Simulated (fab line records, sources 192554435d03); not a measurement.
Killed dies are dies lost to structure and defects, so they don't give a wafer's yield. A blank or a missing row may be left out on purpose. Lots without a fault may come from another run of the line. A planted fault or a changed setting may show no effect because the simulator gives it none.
fab line records | flow n5_finfet | part 2 of 2: steps 5 to 6 of 6
record lots=24 wafers=72 last_day=17
route steps=1938 shown PMOS_HMC_CHANNEL_EPI@87 FIN_SAQP@95
lots that met no fault: from a run of the same line without faults
start_h: hours from the record's first day to the start of the lot's first wafer shown | wait_h: hours since the lot's step before | " the same as in the row above | L1.1+2: a row that stands for several wafers | - no value, or no start given | * or withheld: withheld | < > ~ a bound
route shown NAME@n: a module of which the file shows steps, and the number in the route of the first | usual: mean/standard deviation of fault-free wafers | same: alike in all rows | chamber/n: place in a boat | sites: the reading at each site | _std_site: their standard deviation | _edge_site: outer sites' mean less inner sites' | radius_mm: how far each site lies from the wafer's centre | mask NAME#n: copy n | behind: the tool/chamber that last shaped the wafer | hold: why the lot was held/for how many hours/how that ended | device: the transistor (n, p or np) that didn't switch | end of line: the same wafers' tests at the end of the route | a step without rows: its recipe alone | killed: dies lost to structure and defects at the first sort, not the wafer's yield | map: a wafer's dies, x killed, . not, _ none there
set.NAME: the setting as run; set.NAME@STEP: as run at that earlier step | model.NAME: the simulator's own value behind a step, which no gauge read
steps of the route over a sample of lots; a table a step, a row a wafer
services: from which hour (start_h, from the record's first day; less than 0 if before it) a tool's chamber was out of use, for how many hours, and why
## steps
# step N5_FIN_SAQP_SPACER2_ALD_28
# recipe material=SiO2 target_thk_a=81 temp_c=300 ald_precursor_family=BDEAS ald_co_reactant=O2-plasma pulse_time_s=1 purge_time_s=2 co_reactant_purge_time_s=2 pressure_torr=2
# usual heater_power_w=485/36 precursor_pulse_height_rel=1.003/0.02
# same pulse_time_s=1
# columns lot.wafer tool chamber start_h wait_h heater_power_w precursor_pulse_height_rel
L074.2 ald_sin-03 1 26.52 0.1 419 1.013
L074.3 " 2 " " 480 0.993
L074.4 " 0 " " 502 1.021
L075.1 ald_sin-03 0 32.25 0.1 505 1.014
L075.5 " 1 " " 420 1.021
L075.6 " 2 " " 487 0.990
L076.3 ald_sin-03 0 36.76 0.1 503 1.005
L076.4 " 1 " " 426 0.991
L076.6 " 2 " " 488 1.010
L077.3 ald_sin-02 0 45.08 0.1 494 1.007
L077.4 " 2 " " 514 0.985
L077.6 " 1 " " 447 1.038
L078.1 ald_sin-04 1 50.67 0.1 546 0.983
L078.5 " 2 " " 510 0.977
L078.6 " 0 " " 468 1.010
L079.2 ald_sin-04 2 59.65 0.7 505 0.974
L079.4 " 1 " " 551 0.984
L079.6 " 2 " " 488 1.015
L080.4 ald_sin-04 0 63.82 0.1 471 0.987
L080.5 " 2 " " 492 1.018
L080.6 " 1 " " 562 1.011
L081.1 ald_sin-02 1 68.71 0.1 446 1.006
L081.2 " 2 " " 495 1.020
L081.5 " 1 " " 451 1.005
L082.1 ald_sin-03 0 75.33 0.6 494 0.978
L082.3 " 3 " " 516 1.001
L082.5 " 0 " " 507 0.981
L083.1 ald_sin-03 0 80.16 0.1 523 1.020
L083.3 " 3 " " 505 1.002
L083.5 " 0 " " 518 0.994
L084.3 ald_sin-04 1 84.98 0.1 557 1.027
L084.4 " 3 " " 456 0.973
L084.5 " 1 " " 542 0.979
L085.1 ald_sin-04 2 93.70 1.5 500 0.993
L085.4 " 0 " " 468 1.023
L085.5 " 0 " " 471 1.008
L086.2 ald_sin-04 1 98.46 0.2 541 1.030
L086.5 " 1 " " 536 0.985
L086.6 " 0 " " 470 0.993
L087.1 ald_sin-03 0 105.10 0.1 485 0.993
L087.4 " 1 " " 421 0.981
L087.5 " 3 " " 495 1.030
L088.2 ald_sin-04 2 109.91 0.1 487 1.028
L088.4 " 1 " " 548 0.977
L088.6 " 2 " " 486 1.000
L089.2 ald_sin-02 0 114.62 0.1 489 1.015
L089.4 " 2 " " 515 0.992
L089.6 " 3 " " 439 0.994
L090.3 ald_sin-03 1 121.48 0.1 431 0.979
L090.5 " 0 " " 491 1.022
L090.6 " 1 " " 435 0.987
L091.1 ald_sin-02 1 127.15 0.1 449 1.007
L091.2 " 0 " " 495 0.996
L091.6 " 1 " " 449 1.007
L092.3 ald_sin-04 1 134.23 0.1 539 1.031
L092.4 " 0 " " 470 0.997
L092.5 " 2 " " 508 1.012
L093.2 ald_sin-03 3 139.21 0.1 508 1.015
L093.4 " 2 " " 499 1.030
L093.5 " 2 " " 497 1.019
L094.1 ald_sin-02 3 144.97 0.1 435 1.032
L094.2 " 1 " " 456 1.028
L094.4 " 2 " " 500 0.987
L095.1 ald_sin-04 0 150.65 0.1 471 0.996
L095.4 " 2 " " 519 1.044
L095.5 " 3 " " 453 0.998
L096.1 ald_sin-03 3 157.94 0.1 500 1.030
L096.2 " 1 " " 437 1.021
L096.3 " 0 " " 487 0.995
L097.1 ald_sin-04 2 163.36 0.1 508 1.029
L097.2 " 0 " " 467 0.965
L097.6 " 1 " " 565 1.004
# step N5_FIN_SAQP_SPACER2_ETCHBACK_29
# recipe chemistry=CHF3/O2 mode=anisotropic_etchback target=SiO2 target_depth_a=122 time_s=6.1 pressure_mtorr=30 source_w=650 bias_w=170 Ar_flow_sccm=200 CHF3_flow_sccm=50 O2_flow_sccm=5 ion_energy_ev=200
# usual drypump_motor_current_A=5.71/0.3 oes_ar_750_au=0.80/0.079 oes_o_777_au=0.80/0.084 oes_product_au=0.80/0.088 rf_vpp_V=526/15 showerhead_plenum_p_Torr=2.43/0.058 throttle_valve_pct=18.92/0.3
# columns lot.wafer tool chamber start_h wait_h drypump_motor_current_A oes_ar_750_au oes_o_777_au oes_product_au rf_hours_counter_h rf_vpp_V showerhead_plenum_p_Torr throttle_valve_pct
L074.2 rie_diel-01 2 26.85 0.2 5.86 0.73 0.72 0.71 185 517 2.33 19.42
L074.3 " 1 " " 5.57 0.77 0.78 0.77 137 540 2.49 19.06
L074.4 " 3 " " 5.54 0.92 0.93 0.95 8 538 2.44 18.79
L075.1 rie_diel-06 0 32.61 0.2 5.58 0.90 0.88 0.90 9 560 2.36 18.36
L075.5 " 0 " " 5.58 0.90 0.88 0.92 - 558 2.36 18.36
L075.6 " 1 " " 5.92 0.73 0.73 0.71 - 517 2.50 19.12
L076.3 rie_diel-04 3 37.24 0.3 6.15 0.87 0.87 0.86 26 529 2.38 18.76
L076.4 " 1 " " 5.40 0.73 0.73 0.74 157 540 2.42 18.77
L076.6 " 3 " " 6.13 0.87 0.87 0.87 - 528 2.38 18.75
L077.3 rie_diel-01 3 45.48 0.2 5.52 0.90 0.91 0.94 17 538 2.44 18.82
L077.4 " 2 " " 5.86 0.72 0.71 0.71 192 518 2.33 19.43
L077.6 " 3 " " 5.53 0.89 0.90 0.93 - 538 2.44 18.80
L078.1 rie_diel-04 3 51.08 0.3 6.12 0.85 0.85 0.85 34 529 2.38 18.77
L078.5 " 3 " " 6.12 0.86 0.86 0.85 - 529 2.38 18.75
L078.6 " 2 " " 5.47 0.76 0.73 0.76 - 504 2.51 18.62
L079.2 rie_diel-04 0 60.03 0.2 6.20 0.98 0.99 1.01 0 543 2.46 18.49
L079.4 " 2 " " 5.47 0.75 0.73 0.75 152 504 2.51 18.62
L079.6 " 3 " " 6.14 0.85 0.85 0.85 - 529 2.38 18.77
L080.4 rie_diel-01 2 64.18 0.2 5.81 0.71 0.71 0.70 - 516 2.32 19.45
L080.5 " 1 " " 5.56 0.76 0.77 0.76 - 539 2.49 19.09
L080.6 " 3 " " 5.52 0.88 0.89 0.92 - 538 2.43 18.83
L081.1 rie_diel-01 1 69.05 0.2 5.57 0.74 0.76 0.75 158 539 2.48 19.10
L081.2 " 2 " " 5.84 0.71 0.71 0.69 204 516 2.32 19.44
L081.5 " 1 " " 5.56 0.75 0.76 0.77 - 539 2.48 19.10
L082.1 rie_diel-01 2 75.66 0.2 5.84 0.71 0.70 0.69 207 517 2.32 19.45
L082.3 " 1 " " 5.57 0.74 0.76 0.76 161 539 2.48 19.08
L082.5 " 2 " " 5.80 0.70 0.70 0.69 - 518 2.32 19.45
L083.1 rie_diel-01 1 80.49 0.2 5.56 0.75 0.75 0.76 162 539 2.48 19.10
L083.3 " 0 " " 5.13 1.00 1.01 0.98 0 509 2.45 18.63
L083.5 " 2 " " 5.87 0.70 0.71 0.69 - 518 2.32 19.46
L084.3 rie_diel-04 2 85.30 0.2 5.46 0.75 0.72 0.75 163 503 2.50 18.65
L084.4 " 1 " " 5.39 0.71 0.71 0.73 180 539 2.41 18.80
L084.5 " 2 " " 5.46 0.75 0.73 0.73 - 503 2.50 18.64
L085.1 rie_diel-04 3 94.03 0.2 6.14 0.84 0.83 0.83 52 528 2.37 18.80
L085.4 " 1 " " 5.43 0.71 0.71 0.72 184 538 2.41 18.81
L085.5 " 0 " " 6.20 0.91 0.93 0.94 - 545 2.45 18.50
L086.2 rie_diel-01 0 98.78 0.2 5.14 0.94 0.97 0.95 7 507 2.45 18.62
L086.5 " 1 " " 5.58 0.75 0.75 0.75 - 539 2.48 19.13
L086.6 " 2 " " 5.83 0.71 0.69 0.68 - 517 2.32 19.45
L087.1 rie_diel-04 1 105.45 0.2 5.40 0.71 0.70 0.72 189 541 2.41 18.84
L087.4 " 3 " " 6.12 0.83 0.82 0.82 56 528 2.37 18.82
L087.5 " 0 " " 6.22 0.91 0.91 0.93 - 546 2.45 18.50
L088.2 rie_diel-06 3 110.39 0.3 6.05 0.86 0.84 0.85 74 504 2.45 18.72
L088.4 " 0 " " 5.57 0.85 0.84 0.86 28 558 2.35 18.40
L088.6 " 2 " " 5.65 0.88 0.86 0.86 - 529 2.46 19.09
L089.2 rie_diel-01 3 114.95 0.2 5.56 0.85 0.86 0.88 40 538 2.43 18.83
L089.4 " 0 " " 5.13 0.94 0.96 0.92 12 510 2.45 18.64
L089.6 " 3 " " 5.55 0.86 0.86 0.88 - 539 2.43 18.86
L090.3 rie_diel-01 3 121.80 0.2 5.51 0.85 0.86 0.88 43 537 2.43 18.84
L090.5 " 1 " " 5.55 0.74 0.75 0.74 - 537 2.48 19.13
L090.6 " 0 " " 5.12 0.93 0.94 0.92 - 509 2.45 18.65
L091.1 rie_diel-06 0 127.48 0.2 5.55 0.85 0.83 0.86 34 558 2.35 18.40
L091.2 " 1 " " 5.93 0.72 0.71 0.69 231 517 2.49 19.17
L091.6 " 0 " " 5.55 0.84 0.82 0.86 - 558 2.35 18.40
L092.3 rie_diel-06 3 134.62 0.2 6.05 0.85 0.85 0.83 83 501 2.44 18.76
L092.4 " 1 " " 5.92 0.72 0.70 0.69 234 517 2.49 19.17
L092.5 " 2 " " 5.64 0.86 0.86 0.86 - 528 2.45 19.07
L093.2 rie_diel-01 1 139.76 0.4 5.58 0.73 0.75 0.74 183 538 2.47 19.13
L093.4 " 2 " " 5.85 0.69 0.68 0.68 229 518 2.31 19.48
L093.5 " 0 " " 5.15 0.91 0.93 0.90 - 509 2.45 18.66
L094.1 rie_diel-01 1 145.29 0.2 5.55 0.73 0.74 0.74 185 538 2.47 19.14
L094.2 " 2 " " 5.83 0.69 0.68 0.68 231 518 2.31 19.48
L094.4 " 3 " " 5.52 0.84 0.85 0.87 52 537 2.42 18.89
L095.1 rie_diel-04 3 151.13 0.3 6.13 0.81 0.81 0.80 70 528 2.36 18.83
L095.4 " 1 " " 5.41 0.70 0.69 0.70 205 541 2.40 18.85
L095.5 " 3 " " 6.13 0.81 0.81 0.80 - 528 2.36 18.82
L096.1 rie_diel-06 3 158.53 0.4 6.05 0.84 0.84 0.82 91 504 2.44 18.75
L096.2 " 2 " " 5.64 0.85 0.85 0.86 77 528 2.45 19.10
L096.3 " 1 " " 5.95 0.70 0.70 0.69 243 517 2.48 19.20
L097.1 rie_diel-06 3 163.72 0.2 6.06 0.83 0.83 0.82 93 502 2.44 18.76
L097.2 " 2 " " 5.67 0.85 0.84 0.85 79 527 2.45 19.11
L097.6 " 1 " " 5.92 0.70 0.70 0.68 - 515 2.48 19.18
## services
# columns tool chamber start_h hours kind
ald_sin-02 3 0.23 6.0 repair
ald_sin-03 2 7.26 4.0 repair
ald_sin-04 1 8.36 30.2 repair
ald_sin-02 - 9.32 1.3 repair
vapor_etch-01 - 9.92 14.6 pm
ald_sin-03 2 19.50 4.5 repair
rie_diel-01 2 33.57 4.7 repair
rie_diel-06 - 36.66 28.1 pm
ald_sin-04 3 47.30 10.1 repair
rie_diel-01 0 59.73 - clean
rie_diel-01 0 59.73 - consumable_replace:focus_ring
rie_diel-01 0 59.73 18.3 scheduled_down
rie_diel-01 0 59.73 18.3 vent_cycle
rie_diel-01 3 64.59 9.1 repair
rie_diel-06 3 73.33 7.0 repair
ald_sin-03 2 73.47 9.4 repair
vapor_etch-01 - 75.51 0.5 repair
vapor_etch-01 0 84.13 4.2 repair
ald_sin-03 - 85.25 14.0 pm
vapor_etch-01 - 101.37 0.5 repair
rie_diel-04 0 102.22 2.3 repair
ald_sin-04 3 102.77 18.7 repair
ald_sin-02 0 151.84 12.4 repair
rie_diel-06 0 155.65 13.1 repair
